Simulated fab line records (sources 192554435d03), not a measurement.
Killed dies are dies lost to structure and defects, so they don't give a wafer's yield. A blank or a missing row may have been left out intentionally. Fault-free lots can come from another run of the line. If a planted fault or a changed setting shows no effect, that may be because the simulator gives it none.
fab line records	flow n5-finfet
record: lots: 24	wafers: 72	last-day: 17
route steps=1938 shown SD_EPI_N@271 SD_EPI_P@311 SDB@357 HKMG_FIN@387
lots that met no fault: taken from a fault-free run of the same line
start-h: start of the lot's first displayed wafer, in hours after the record's first day	wait-h: how many hours have passed since the lot's step before this one	" same as the row above	L1.1+2: several wafers, shown together as one row	- value missing, or start not given	* or withheld: withheld	< > ~ a bound
route shown NAME@n: names a module that has steps shown in the file, with the first one's number in the route	usual: average and standard deviation across the fault-free wafers	same: alike in all rows	chamber/n: place in a boat	sites: each site's reading	_std_site: standard deviation of those values	_edge_site: outer sites' mean less inner sites'	radius-mm: for every site, how far away it sits from the centre of the wafer	mask NAME#n: copy n	behind: the tool/chamber that last shaped the wafer	hold: why the lot went on hold/how many hours it stayed there/how the hold came to an end	device: the n, p or np transistor that did not switch	end of line: the same wafers' tests at the end of the route	a step given without rows: its recipe and nothing more	killed: at the first sort, the dies lost to defects and structure; wafer yield is something else	map: a wafer's dies, marking killed ones x, the rest . and places with no die _
set.NAME: setting as actually run; set.NAME@STEP: the setting as run at that earlier step	model.NAME: the simulator's own value behind a step, which no gauge read
steps of the route over a sample of lots; a table a step, a row a wafer
services: when a tool's chamber went out of use (start-h, in hours from the record's first day, below 0 if earlier), for how many hours, and the reason
== steps ==
step: N5_SD_EPI_N_OVL_MEAS_10
recipe: points-per-wafer: 44
usual: SD_N_BLK_OVL: -0.5/0.8
lot.wafer	tool	chamber	start-h	wait-h	SD_N_BLK_OVL[nm]
L074.2	overlay-02	0	48.68	0.0	-0.1
L074.3	"	0	"	"	-0.2
L074.5	"	0	"	"	-0.8
L075.1	overlay-02	0	55.04	0.0	-2.0
L075.3	"	0	"	"	-1.5
L075.5	"	0	"	"	-1.3
L076.1	overlay-02	0	61.06	0.0	1.1
L076.3	"	0	"	"	1.2
L076.5	"	0	"	"	0.0
L077.1	overlay-02	0	66.60	0.0	-0.5
L077.3	"	0	"	"	0.4
L077.6	"	0	"	"	0.1
L078.1	overlay-01	0	74.02	0.0	0.4
L078.3	"	0	"	"	0.5
L078.6	"	0	"	"	-0.9
L079.1	overlay-01	0	81.03	0.0	-0.7
L079.3	"	0	"	"	-0.5
L079.6	"	0	"	"	0.7
L080.1	overlay-02	0	89.23	0.0	-0.4
L080.3	"	0	"	"	-1.0
L080.5	"	0	"	"	0.2
L081.2	overlay-02	0	90.49	0.0	-0.9
L081.3	"	0	"	"	-1.0
L081.5	"	0	"	"	-1.0
L082.1	overlay-01	0	100.03	0.0	0.0
L082.2	"	0	"	"	-1.3
L082.3	"	0	"	"	-0.4
L083.2	overlay-01	0	104.81	0.0	0.1
L083.4	"	0	"	"	0.1
L083.5	"	0	"	"	-0.7
L084.2	overlay-01	0	108.78	0.0	-1.5
L084.3	"	0	"	"	0.0
L084.5	"	0	"	"	0.4
L085.3	overlay-02	0	116.41	0.0	-0.6
L085.4	"	0	"	"	-0.9
L085.6	"	0	"	"	0.2
L086.1	overlay-02	0	121.11	0.0	-1.4
L086.3	"	0	"	"	-2.1
L086.4	"	0	"	"	-0.9
L087.1	overlay-01	0	126.59	0.0	-1.1
L087.3	"	0	"	"	-1.3
L087.6	"	0	"	"	-0.5
L088.1	overlay-01	0	132.66	0.0	0.1
L088.3	"	0	"	"	0.2
L088.5	"	0	"	"	-0.2
L089.4	overlay-01	0	139.47	0.0	-0.2
L089.5	"	0	"	"	-0.3
L089.6	"	0	"	"	-1.1
L090.1	overlay-01	0	144.90	0.0	-0.3
L090.2	"	0	"	"	-0.6
L090.5	"	0	"	"	-0.9
L091.2	overlay-02	0	152.47	0.0	0.1
L091.3	"	0	"	"	-0.7
L091.4	"	0	"	"	0.3
L092.2	overlay-02	0	157.98	0.0	-0.1
L092.5	"	0	"	"	-0.7
L092.6	"	0	"	"	-1.2
L093.2	overlay-02	0	164.82	0.0	-1.3
L093.4	"	0	"	"	-1.9
L093.5	"	0	"	"	-1.2
L094.1	overlay-02	0	168.51	0.0	0.7
L094.4	"	0	"	"	1.6
L094.6	"	0	"	"	0.7
L095.1	overlay-02	0	174.45	0.0	-1.0
L095.3	"	0	"	"	-0.4
L095.4	"	0	"	"	-0.2
L096.1	overlay-02	0	187.83	0.0	0.0
L096.3	"	0	"	"	0.4
L096.4	"	0	"	"	0.4
L097.2	overlay-01	0	193.06	0.0	-2.1
L097.5	"	0	"	"	-1.3
L097.6	"	0	"	"	-2.3
step: N5_SD_EPI_N_SD_RECESS_17
recipe: chemistry: HBr/Cl2/O2	target-depth-a: 410	mask-material: SOC	time-s: 23.7	bt-time-s: 3	pressure-mtorr: 10	icp-w: 800	bias-w: 112	HBr_flow_sccm: 150	Cl2_flow_sccm: 80	O2_flow_sccm: 12
usual: bias-w: 112.0/0.34	drypump-motor-current-A: 5.6/0.35	mfc-cl2-sccm: 80.01/0.24	oes-product-au: 1.002/0.015	rf-fwd-power-W: 795.7/2.9	throttle-valve-pct: 37.1/0.36
lot.wafer	tool	chamber	start-h	wait-h	bias-w	drypump-motor-current-A	mfc-cl2-sccm	oes-product-au	rf-fwd-power-W	rf-hours-counter-h	throttle-valve-pct
L074.2	rie-si-03	1	49.42	0.0	111.5	5.9	79.98	0.994	795.0	114	37.2
L074.3	"	3	"	"	112.2	5.2	79.97	0.986	797.5	57	36.8
L074.5	"	1	"	"	111.5	6.0	80.04	0.998	790.8	-	37.2
L075.1	rie-si-03	2	56.27	0.0	112.4	5.8	80.08	1.009	795.6	18	37.1
L075.3	"	0	"	"	111.9	5.3	80.04	0.993	799.4	187	37.6
L075.5	"	3	"	"	112.3	5.2	80.26	0.979	800.9	-	36.8
L076.1	rie-si-03	1	61.80	0.0	111.9	6.0	80.05	0.995	794.4	114	37.2
L076.3	"	0	"	"	112.0	5.3	79.57	0.990	796.4	187	37.6
L076.5	"	2	"	"	112.2	5.7	80.19	1.006	796.5	-	37.1
L077.1	rie-si-03	1	68.66	0.0	112.0	6.0	80.01	0.995	793.4	114	37.3
L077.3	"	0	"	"	111.9	5.3	79.99	0.999	796.7	187	37.6
L077.6	"	2	"	"	112.0	5.8	79.93	1.011	798.6	-	37.0
L078.1	rie-si-03	3	74.77	0.0	112.2	5.2	79.76	0.986	796.1	58	36.8
L078.3	"	2	"	"	112.6	5.7	80.50	1.010	790.8	19	37.1
L078.6	"	0	"	"	111.8	5.3	80.10	1.000	795.1	-	37.6
L079.1	rie-si-03	0	81.86	0.0	112.0	5.3	79.99	0.995	801.0	187	37.6
L079.3	"	1	"	"	112.1	6.0	80.07	0.996	791.4	114	37.3
L079.6	"	3	"	"	111.9	5.2	80.15	0.988	798.3	-	36.8
L080.1	rie-si-06	3	89.98	0.0	112.0	4.9	79.66	1.023	792.6	6	37.3
L080.3	"	0	"	"	111.8	6.0	79.92	1.003	797.0	19	37.4
L080.5	"	3	"	"	112.0	4.8	79.85	1.009	791.6	-	37.3
L081.2	rie-si-06	0	92.66	1.5	112.0	6.0	80.03	1.006	796.6	19	37.4
L081.3	"	2	"	"	112.4	5.5	79.43	0.992	790.5	114	36.4
L081.5	"	0	"	"	111.4	6.0	80.06	1.005	797.9	-	37.4
L082.1	rie-si-03	1	100.79	0.0	112.3	6.0	79.71	0.995	796.5	115	37.3
L082.2	"	3	"	"	111.5	5.3	80.11	0.991	798.1	58	36.8
L082.3	"	0	"	"	111.8	5.3	80.05	0.999	798.0	188	37.6
L083.2	rie-si-05	1	105.56	0.0	112.1	5.5	80.40	0.992	797.0	82	37.6
L083.4	"	0	"	"	112.1	6.0	79.98	1.008	792.6	89	37.5
L083.5	"	3	"	"	112.0	5.3	79.66	0.981	799.6	-	37.0
L084.2	rie-si-06	0	109.53	0.0	111.7	6.0	80.14	0.996	801.2	19	37.4
L084.3	"	2	"	"	112.3	5.5	80.33	0.984	792.2	115	36.4
L084.5	"	3	"	"	112.2	4.9	79.93	1.018	789.2	-	37.3
L085.3	rie-si-05	3	117.16	0.0	111.8	5.4	80.16	0.976	795.9	107	36.9
L085.4	"	0	"	"	111.3	6.0	80.23	1.021	793.5	90	37.5
L085.6	"	2	"	"	112.2	5.6	80.05	1.011	796.8	-	36.5
L086.1	rie-si-06	1	121.86	0.0	111.8	5.8	80.43	1.024	797.4	4	37.1
L086.3	"	0	"	"	112.0	6.0	79.83	1.003	800.1	19	37.4
L086.4	"	3	"	"	112.0	4.9	80.35	1.022	795.0	-	37.3
L087.1	rie-si-03	3	127.36	0.0	112.2	5.3	80.26	0.985	795.8	59	36.8
L087.3	"	1	"	"	112.1	6.0	79.85	0.989	795.4	115	37.3
L087.6	"	2	"	"	111.9	5.8	80.29	1.015	798.8	-	37.1
L088.1	rie-si-06	1	133.40	0.0	112.3	5.8	80.05	1.037	791.1	5	37.1
L088.3	"	3	"	"	111.8	4.8	80.13	1.022	796.3	7	37.3
L088.5	"	2	"	"	111.7	5.5	79.52	0.988	792.9	-	36.4
L089.4	rie-si-03	3	140.21	0.0	112.4	5.2	80.18	0.978	796.6	59	36.8
L089.5	"	1	"	"	112.1	6.0	80.07	0.992	800.8	-	37.3
L089.6	"	2	"	"	111.9	5.8	80.29	1.002	795.7	-	37.1
L090.1	rie-si-06	2	145.64	0.0	112.3	5.5	80.02	0.988	786.4	115	36.4
L090.2	"	1	"	"	112.1	5.8	79.86	1.026	796.0	5	37.1
L090.5	"	2	"	"	112.3	5.5	80.48	0.992	787.5	-	36.3
L091.2	rie-si-06	3	153.21	0.0	112.4	4.8	80.27	1.022	795.2	7	37.3
L091.3	"	0	"	"	111.7	6.0	79.75	1.001	794.9	20	37.4
L091.4	"	1	"	"	112.2	5.8	79.86	1.020	795.4	5	37.1
L092.2	rie-si-03	0	158.73	0.0	111.7	5.3	79.78	0.993	798.2	189	37.6
L092.5	"	2	"	"	111.9	5.7	80.13	1.011	799.4	-	37.1
L092.6	"	1	"	"	112.1	6.0	79.97	0.989	795.8	-	37.3
L093.2	rie-si-06	3	165.85	0.0	111.3	4.9	79.67	1.023	792.0	8	37.3
L093.4	"	0	"	"	111.7	6.0	80.49	0.994	798.9	20	37.4
L093.5	"	2	"	"	111.9	5.5	80.39	0.981	792.7	-	36.3
L094.1	rie-si-03	0	169.57	0.0	111.6	5.3	79.85	0.996	794.1	189	37.6
L094.4	"	2	"	"	111.7	5.8	79.73	1.002	794.1	20	37.0
L094.6	"	3	"	"	111.8	5.2	80.10	0.996	795.1	-	36.8
L095.1	rie-si-06	0	175.33	0.0	112.1	6.0	79.85	0.995	795.9	21	37.4
L095.3	"	1	"	"	111.4	5.8	79.89	1.019	794.9	6	37.1
L095.4	"	3	"	"	112.0	4.9	80.14	1.015	795.8	8	37.3
L096.1	rie-si-05	2	188.57	0.0	112.1	5.6	80.02	1.008	793.4	148	36.4
L096.3	"	1	"	"	112.1	5.5	80.31	1.005	792.7	84	37.6
L096.4	"	3	"	"	112.9	5.3	79.95	0.973	798.1	108	37.0
L097.2	rie-si-05	2	194.43	0.0	112.6	5.6	80.17	1.014	795.9	148	36.4
L097.5	"	1	"	"	111.7	5.6	79.98	0.999	795.8	-	37.6
L097.6	"	2	"	"	112.4	5.6	79.87	1.010	797.0	-	36.4
step: N5_SD_EPI_P_ETCH_47
recipe: chemistry: CH3F/O2	target: SiOCN	target-depth-a: 250	mask-material: SOC	ion-energy-ev: 60	bias-w: 29	pressure-mtorr: 30	source-w: 410	Ar_flow_sccm: 150	CH3F_flow_sccm: 30	O2_flow_sccm: 20
usual: bias-w: 28.99/0.085	drypump-motor-current-A: 5.9/0.4	oes-product-au: 0.76/0.079	rf-fwd-power-W: 408.3/1.3	rf-vpp-V: 127/3.9	showerhead-plenum-p-Torr: 2.03/0.061	throttle-valve-pct: 16.37/0.19
lot.wafer	tool	chamber	start-h	wait-h	bias-w	drypump-motor-current-A	oes-product-au	rf-fwd-power-W	rf-hours-counter-h	rf-vpp-V	showerhead-plenum-p-Torr	throttle-valve-pct
L074.2	rie-diel-03	2	54.53	0.1	29.04	6.4	0.76	407.7	129	128	2.01	16.24
L074.3	"	1	"	"	28.78	5.7	0.75	407.7	135	125	2.00	16.53
L074.5	"	1	"	"	28.95	5.7	0.75	406.4	-	124	2.00	16.50
L075.1	rie-diel-03	2	60.52	0.1	28.90	6.4	0.76	407.0	131	129	2.01	16.27
L075.3	"	0	"	"	29.01	6.1	0.77	407.1	126	125	2.08	16.10
L075.5	"	0	"	"	28.98	6.1	0.78	408.4	-	124	2.08	16.09
L076.1	rie-diel-01	0	66.04	0.1	29.13	5.1	0.78	406.3	140	125	2.10	16.25
L076.3	"	3	"	"	28.81	6.4	0.68	407.5	217	127	1.97	16.36
L076.5	"	1	"	"	28.98	5.6	0.69	409.0	-	120	1.97	16.18
L077.1	rie-diel-01	1	72.93	0.1	29.02	5.7	0.69	410.4	213	121	1.97	16.19
L077.3	"	0	"	"	29.04	5.2	0.78	409.2	142	124	2.09	16.26
L077.6	"	0	"	"	28.96	5.1	0.78	410.3	-	125	2.10	16.26
L078.1	rie-diel-02	2	79.60	0.1	29.19	6.0	0.78	410.0	146	127	2.09	16.41
L078.3	"	0	"	"	28.98	5.9	0.72	407.3	213	134	2.04	16.43
L078.6	"	2	"	"	28.96	5.9	0.77	409.8	-	127	2.09	16.39
L079.1	rie-diel-01	1	86.12	0.1	28.88	5.6	0.68	410.0	218	118	1.97	16.20
L079.3	"	0	"	"	28.95	5.1	0.76	407.6	146	125	2.09	16.24
L079.6	"	2	"	"	29.05	5.4	0.92	408.2	-	130	2.03	16.38
L080.1	rie-diel-03	3	94.18	0.1	29.18	6.5	0.96	409.9	8	129	2.14	16.08
L080.3	"	2	"	"	28.98	6.4	0.76	407.8	141	130	2.00	16.28
L080.5	"	2	"	"	28.95	6.4	0.75	407.5	-	131	2.00	16.27
L081.2	rie-diel-03	2	97.51	0.1	28.83	6.4	0.75	409.4	142	129	2.00	16.29
L081.3	"	1	"	"	28.99	5.7	0.74	409.2	149	125	1.99	16.55
L081.5	"	3	"	"	28.99	6.6	0.94	410.4	-	128	2.14	16.09
L082.1	rie-diel-01	1	105.03	0.1	28.99	5.6	0.67	409.9	225	120	1.97	16.20
L082.2	"	0	"	"	28.79	5.1	0.76	408.1	154	126	2.09	16.28
L082.3	"	3	"	"	28.94	6.4	0.68	409.6	219	127	1.97	16.36
L083.2	rie-diel-02	1	109.96	0.1	28.85	5.7	0.72	408.1	168	123	1.93	16.64
L083.4	"	3	"	"	28.99	5.7	0.72	406.5	187	134	1.98	16.68
L083.5	"	1	"	"	28.87	5.7	0.73	407.8	-	122	1.93	16.62
L084.2	rie-diel-01	3	113.79	0.1	29.03	6.3	0.69	409.3	222	128	1.97	16.39
L084.3	"	2	"	"	28.88	5.4	0.91	408.3	42	130	2.03	16.40
L084.5	"	1	"	"	28.91	5.6	0.68	408.9	-	120	1.97	16.20
L085.3	rie-diel-03	1	121.31	0.1	29.13	5.7	0.74	406.9	157	126	1.99	16.53
L085.4	"	3	"	"	29.01	6.6	0.92	408.8	17	128	2.14	16.11
L085.6	"	3	"	"	28.95	6.6	0.92	409.1	-	128	2.14	16.10
L086.1	rie-diel-03	2	126.17	0.1	28.93	6.4	0.76	407.9	152	129	2.00	16.29
L086.3	"	3	"	"	28.94	6.5	0.92	409.0	18	129	2.14	16.12
L086.4	"	0	"	"	28.93	6.1	0.75	407.0	146	124	2.08	16.12
L087.1	rie-diel-01	2	131.80	0.1	28.96	5.4	0.89	409.5	48	131	2.02	16.42
L087.3	"	1	"	"	29.16	5.6	0.67	407.7	234	120	1.97	16.23
L087.6	"	2	"	"	29.01	5.4	0.89	408.0	-	129	2.02	16.42
L088.1	rie-diel-01	2	138.26	0.1	28.92	5.4	0.89	410.0	50	129	2.02	16.43
L088.3	"	1	"	"	28.94	5.6	0.67	410.5	236	120	1.97	16.22
L088.5	"	2	"	"	28.80	5.4	0.89	409.0	-	131	2.02	16.42
L089.4	rie-diel-03	1	144.49	0.1	29.00	5.7	0.72	407.7	162	125	1.99	16.56
L089.5	"	1	"	"	28.98	5.7	0.72	406.2	-	125	1.99	16.56
L089.6	"	0	"	"	28.95	6.1	0.74	407.1	-	123	2.07	16.13
L090.1	rie-diel-02	3	149.90	0.1	28.94	5.8	0.71	408.7	199	133	1.97	16.73
L090.2	"	0	"	"	29.05	5.9	0.70	408.0	234	134	2.04	16.44
L090.5	"	1	"	"	28.99	5.7	0.71	409.6	-	124	1.92	16.66
L091.2	rie-diel-01	0	157.55	0.1	29.21	5.1	0.74	408.8	168	125	2.09	16.29
L091.3	"	2	"	"	29.09	5.4	0.87	408.1	56	130	2.02	16.43
L091.4	"	1	"	"	28.87	5.6	0.67	408.4	241	119	1.96	16.25
L092.2	rie-diel-03	0	163.02	0.1	29.13	6.1	0.74	410.1	157	124	2.07	16.15
L092.5	"	1	"	"	29.00	5.7	0.73	406.5	-	125	1.99	16.56
L092.6	"	0	"	"	29.11	6.1	0.74	409.2	-	124	2.07	16.15
L093.2	rie-diel-02	0	169.98	0.1	28.92	5.9	0.71	408.2	240	133	2.03	16.48
L093.4	"	2	"	"	29.04	6.0	0.75	409.2	174	126	2.08	16.45
L093.5	"	2	"	"	29.18	6.0	0.75	408.8	-	126	2.08	16.47
L094.1	rie-diel-02	0	174.25	0.1	29.16	6.0	0.70	410.0	242	132	2.03	16.47
L094.4	"	2	"	"	28.95	6.0	0.76	409.4	175	126	2.08	16.48
L094.6	"	1	"	"	29.09	5.7	0.70	409.6	-	121	1.92	16.66
L095.1	rie-diel-02	0	179.47	0.1	29.04	5.9	0.70	407.6	244	134	2.03	16.50
L095.3	"	2	"	"	28.98	6.0	0.75	407.5	177	127	2.08	16.46
L095.4	"	1	"	"	29.08	5.7	0.71	407.6	191	121	1.92	16.68
L096.1	rie-diel-03	0	192.80	0.1	29.00	6.1	0.73	408.6	164	125	2.07	16.17
L096.3	"	2	"	"	29.00	6.4	0.73	406.2	171	129	1.99	16.34
L096.4	"	1	"	"	29.09	5.7	0.71	407.4	175	124	1.98	16.58
L097.2	rie-diel-02	3	198.70	0.1	29.07	5.7	0.69	407.9	215	132	1.97	16.76
L097.5	"	0	"	"	28.88	6.0	0.70	408.4	-	134	2.03	16.48
L097.6	"	3	"	"	29.02	5.7	0.69	406.1	-	132	1.97	16.76
step: N5_SDB_OVL_MEAS_12
recipe: points-per-wafer: 44
usual: SDB_OVL: -0.4/0.72
lot.wafer	tool	chamber	start-h	wait-h	SDB_OVL[nm]
L074.2	overlay-02	0	67.33	0.0	-0.3
L074.3	"	0	"	"	-1.2
L074.5	"	0	"	"	-0.5
L075.1	overlay-02	0	71.46	0.0	0.1
L075.3	"	0	"	"	-0.4
L075.5	"	0	"	"	0.2
L076.1	overlay-02	0	76.78	0.0	-1.2
L076.3	"	0	"	"	-0.4
L076.5	"	0	"	"	-0.5
L077.1	overlay-01	0	83.92	0.0	0.3
L077.3	"	0	"	"	0.9
L077.6	"	0	"	"	0.9
L078.1	overlay-02	0	91.30	0.0	0.4
L078.3	"	0	"	"	0.1
L078.6	"	0	"	"	-0.8
L079.1	overlay-02	0	98.27	0.0	-0.5
L079.3	"	0	"	"	-0.4
L079.6	"	0	"	"	0.1
L080.1	overlay-01	0	105.00	0.0	-2.0
L080.3	"	0	"	"	-1.0
L080.5	"	0	"	"	-1.1
L081.2	overlay-01	0	108.36	0.0	-0.5
L081.3	"	0	"	"	-0.3
L081.5	"	0	"	"	-0.8
L082.1	overlay-01	0	116.93	0.0	-0.8
L082.2	"	0	"	"	0.0
L082.3	"	0	"	"	-1.0
L083.2	overlay-02	0	122.94	0.0	-0.6
L083.4	"	0	"	"	-0.2
L083.5	"	0	"	"	-0.5
L084.2	overlay-01	0	124.68	0.0	-1.8
L084.3	"	0	"	"	-0.3
L084.5	"	0	"	"	-0.9
L085.3	overlay-01	0	132.39	0.0	-0.7
L085.4	"	0	"	"	-1.2
L085.6	"	0	"	"	-0.3
L086.1	overlay-02	0	136.99	0.0	-0.9
L086.3	"	0	"	"	-0.1
L086.4	"	0	"	"	-0.5
L087.1	overlay-02	0	142.78	0.0	-2.4
L087.3	"	0	"	"	-0.8
L087.6	"	0	"	"	-1.5
L088.1	overlay-02	0	149.19	0.0	-0.3
L088.3	"	0	"	"	-0.3
L088.5	"	0	"	"	0.5
L089.4	overlay-01	0	155.61	0.0	0.0
L089.5	"	0	"	"	-1.0
L089.6	"	0	"	"	0.7
L090.1	overlay-02	0	160.88	0.0	-0.7
L090.2	"	0	"	"	0.0
L090.5	"	0	"	"	-1.0
L091.2	overlay-01	0	168.40	0.0	0.4
L091.3	"	0	"	"	0.4
L091.4	"	0	"	"	0.0
L092.2	overlay-02	0	173.83	0.1	-2.1
L092.5	"	0	"	"	-2.0
L092.6	"	0	"	"	-0.8
L093.2	overlay-01	0	182.82	0.0	-0.5
L093.4	"	0	"	"	-0.6
L093.5	"	0	"	"	0.4
L094.1	overlay-02	0	186.13	0.0	-1.0
L094.4	"	0	"	"	-1.0
L094.6	"	0	"	"	-1.8
L095.1	overlay-01	0	190.22	0.0	-0.2
L095.3	"	0	"	"	-0.3
L095.4	"	0	"	"	0.1
L096.1	overlay-02	0	204.60	0.0	-0.2
L096.3	"	0	"	"	0.9
L096.4	"	0	"	"	-0.1
L097.2	overlay-01	0	210.85	0.0	0.7
L097.5	"	0	"	"	1.4
L097.6	"	0	"	"	0.3
step: N5_SDB_INSPECT_36
recipe: inspect-instrument: darkfield	mode: post-cmp
usual: raw-defect-count: 41/21
lot.wafer	tool	chamber	start-h	wait-h	raw-defect-count
L074.2	defect-inspect-02	-	72.54	0.0	39
L074.3	"	-	"	"	43
L074.5	"	-	"	"	46
L075.1	defect-inspect-01	-	75.44	0.0	40
L075.3	"	-	"	"	55
L075.5	"	-	"	"	23
L076.1	defect-inspect-01	-	80.69	0.0	47
L076.3	"	-	"	"	62
L076.5	"	-	"	"	66
L077.1	defect-inspect-01	-	87.87	0.0	85
L077.3	"	-	"	"	118
L077.6	"	-	"	"	38
L078.1	defect-inspect-01	-	96.92	0.0	17
L078.3	"	-	"	"	45
L078.6	"	-	"	"	52
L079.1	defect-inspect-01	-	102.75	0.0	41
L079.3	"	-	"	"	34
L079.6	"	-	"	"	35
L080.1	defect-inspect-02	-	109.77	0.0	38
L080.3	"	-	"	"	20
L080.5	"	-	"	"	28
L081.2	defect-inspect-02	-	112.84	0.0	58
L081.3	"	-	"	"	51
L081.5	"	-	"	"	28
L082.1	defect-inspect-01	-	122.20	0.0	35
L082.2	"	-	"	"	35
L082.3	"	-	"	"	41
L083.2	defect-inspect-02	-	126.86	0.0	39
L083.4	"	-	"	"	24
L083.5	"	-	"	"	39
L084.2	defect-inspect-01	-	129.23	0.0	26
L084.3	"	-	"	"	12
L084.5	"	-	"	"	34
L085.3	defect-inspect-02	-	136.96	0.0	32
L085.4	"	-	"	"	40
L085.6	"	-	"	"	36
L086.1	defect-inspect-01	-	140.99	0.0	57
L086.3	"	-	"	"	65
L086.4	"	-	"	"	51
L087.1	defect-inspect-01	-	147.10	0.0	52
L087.3	"	-	"	"	31
L087.6	"	-	"	"	39
L088.1	defect-inspect-01	-	153.12	0.0	7
L088.3	"	-	"	"	20
L088.5	"	-	"	"	33
L089.4	defect-inspect-02	-	159.56	0.0	36
L089.5	"	-	"	"	16
L089.6	"	-	"	"	26
L090.1	defect-inspect-01	-	164.85	0.0	24
L090.2	"	-	"	"	26
L090.5	"	-	"	"	32
L091.2	defect-inspect-02	-	172.51	0.0	29
L091.3	"	-	"	"	37
L091.4	"	-	"	"	30
L092.2	defect-inspect-01	-	178.19	0.0	29
L092.5	"	-	"	"	11
L092.6	"	-	"	"	31
L093.2	defect-inspect-02	-	186.92	0.0	48
L093.4	"	-	"	"	28
L093.5	"	-	"	"	45
L094.1	defect-inspect-01	-	191.03	0.0	125
L094.4	"	-	"	"	61
L094.6	"	-	"	"	58
L095.1	defect-inspect-02	-	194.55	0.0	34
L095.3	"	-	"	"	30
L095.4	"	-	"	"	25
L096.1	defect-inspect-01	-	208.51	0.0	16
L096.3	"	-	"	"	47
L096.4	"	-	"	"	26
L097.2	defect-inspect-01	-	214.83	0.0	58
L097.5	"	-	"	"	63
L097.6	"	-	"	"	63
step: N5_HKMG_FIN_HK_ANNEAL_02
recipe: temp-c: 700	time-s: 30	ambient: N2	idle-temp-c: 600	ramp-up-c-per-s: 150	ramp-down-c-per-s: 60	cool-to-c: 600
usual: lamp-power-pct: 8.80/0.056	wafer_temp_C_max: 702.8/0.62
lot.wafer	tool	chamber	start-h	wait-h	lamp-power-pct	wafer_temp_C_max
L074.2	rtp-anneal-02	0	73.38	0.2	8.81	703.2
L074.3	"	0	"	"	8.68	703.6
L074.5	"	0	"	"	8.79	702.6
L075.1	rtp-anneal-01	0	76.38	0.3	8.78	701.9
L075.3	"	0	"	"	8.82	704.1
L075.5	"	0	"	"	8.83	702.0
L076.1	rtp-anneal-02	0	81.67	0.2	8.84	702.1
L076.3	"	0	"	"	8.90	702.0
L076.5	"	0	"	"	8.79	704.1
L077.1	rtp-anneal-02	0	88.86	0.2	8.80	702.6
L077.3	"	0	"	"	8.91	702.7
L077.6	"	0	"	"	8.79	704.0
L078.1	rtp-anneal-02	0	97.94	0.4	8.74	702.3
L078.3	"	0	"	"	8.81	702.9
L078.6	"	0	"	"	8.78	702.3
L079.1	rtp-anneal-01	0	103.52	0.1	8.79	703.1
L079.3	"	0	"	"	8.82	702.7
L079.6	"	0	"	"	8.91	702.5
L080.1	rtp-anneal-01	0	110.55	0.1	8.83	703.1
L080.3	"	0	"	"	8.90	702.8
L080.5	"	0	"	"	8.77	702.9
L081.2	rtp-anneal-02	0	113.64	0.1	8.81	702.1
L081.3	"	0	"	"	8.83	703.5
L081.5	"	0	"	"	8.82	702.6
L082.1	rtp-anneal-01	0	123.04	0.2	8.82	702.0
L082.2	"	0	"	"	8.77	702.3
L082.3	"	0	"	"	8.80	703.0
L083.2	rtp-anneal-01	0	127.66	0.1	8.89	703.6
L083.4	"	0	"	"	8.71	702.9
L083.5	"	0	"	"	8.89	702.6
L084.2	rtp-anneal-01	0	130.06	0.2	8.89	703.5
L084.3	"	0	"	"	8.81	703.1
L084.5	"	0	"	"	8.90	702.5
L085.3	rtp-anneal-01	0	137.83	0.2	8.75	702.9
L085.4	"	0	"	"	8.78	702.7
L085.6	"	0	"	"	8.86	703.8
L086.1	rtp-anneal-01	0	141.90	0.1	8.90	701.5
L086.3	"	0	"	"	8.76	703.5
L086.4	"	0	"	"	8.91	703.1
L087.1	rtp-anneal-02	0	148.16	0.4	8.83	702.5
L087.3	"	0	"	"	8.81	704.0
L087.6	"	0	"	"	8.79	701.4
L088.1	rtp-anneal-01	0	154.01	0.1	8.82	701.6
L088.3	"	0	"	"	8.80	702.5
L088.5	"	0	"	"	8.78	703.0
L089.4	rtp-anneal-02	0	160.64	0.4	8.83	704.2
L089.5	"	0	"	"	8.85	702.9
L089.6	"	0	"	"	8.72	702.0
L090.1	rtp-anneal-01	0	165.69	0.2	8.87	702.9
L090.2	"	0	"	"	8.79	702.6
L090.5	"	0	"	"	8.87	704.1
L091.2	rtp-anneal-01	0	173.37	0.2	8.83	701.9
L091.3	"	0	"	"	8.73	701.7
L091.4	"	0	"	"	8.76	702.7
L092.2	rtp-anneal-01	0	179.26	0.2	8.80	702.2
L092.5	"	0	"	"	8.74	703.7
L092.6	"	0	"	"	8.85	702.1
L093.2	rtp-anneal-02	0	187.72	0.1	8.84	702.3
L093.4	"	0	"	"	8.82	702.9
L093.5	"	0	"	"	8.91	702.7
L094.1	rtp-anneal-02	0	191.81	0.1	8.88	702.5
L094.4	"	0	"	"	8.87	703.8
L094.6	"	0	"	"	8.83	701.9
L095.1	rtp-anneal-01	0	195.32	0.1	8.72	703.1
L095.3	"	0	"	"	8.71	702.2
L095.4	"	0	"	"	8.85	701.6
L096.1	rtp-anneal-01	0	209.31	0.1	8.80	703.0
L096.3	"	0	"	"	8.87	702.2
L096.4	"	0	"	"	8.83	702.8
L097.2	rtp-anneal-01	0	215.63	0.1	8.86	702.5
L097.5	"	0	"	"	8.84	702.9
L097.6	"	0	"	"	8.69	703.4
== services ==
tool	chamber	start-h	hours	kind
rtp-anneal-02	-	27.81	7.0	pm
rie-si-06	-	42.80	2.8	pm
rie-diel-01	1	50.76	6.3	repair
rie-si-03	1	51.92	2.9	repair
rie-si-05	-	64.11	0.3	repair
rie-si-05	-	69.10	0.4	repair
rie-diel-01	3	70.53	31.2	repair
rie-si-05	0	88.62	8.0	repair
rie-si-03	2	99.67	9.3	repair
rie-si-06	2	119.28	4.6	repair
rie-diel-01	0	140.58	7.1	repair
rie-diel-01	-	143.86	3.3	repair
rie-diel-03	1	147.36	3.3	repair
rie-si-06	3	157.78	6.6	repair
rie-diel-03	-	160.73	0.5	repair
rie-si-03	-	171.10	8.5	repair
rie-si-05	-	171.24	14.6	pm
rie-si-05	1	197.59	5.3	repair
rie-diel-03	-	198.08	1.1	repair
rie-diel-03	-	199.54	2.6	repair
rie-si-05	2	202.05	8.2	repair
rie-si-03	0	207.31	-	clean
rie-si-03	0	207.31	18.6	scheduled-down
rie-diel-01	3	213.02	48.6	repair
== key ==
fault none
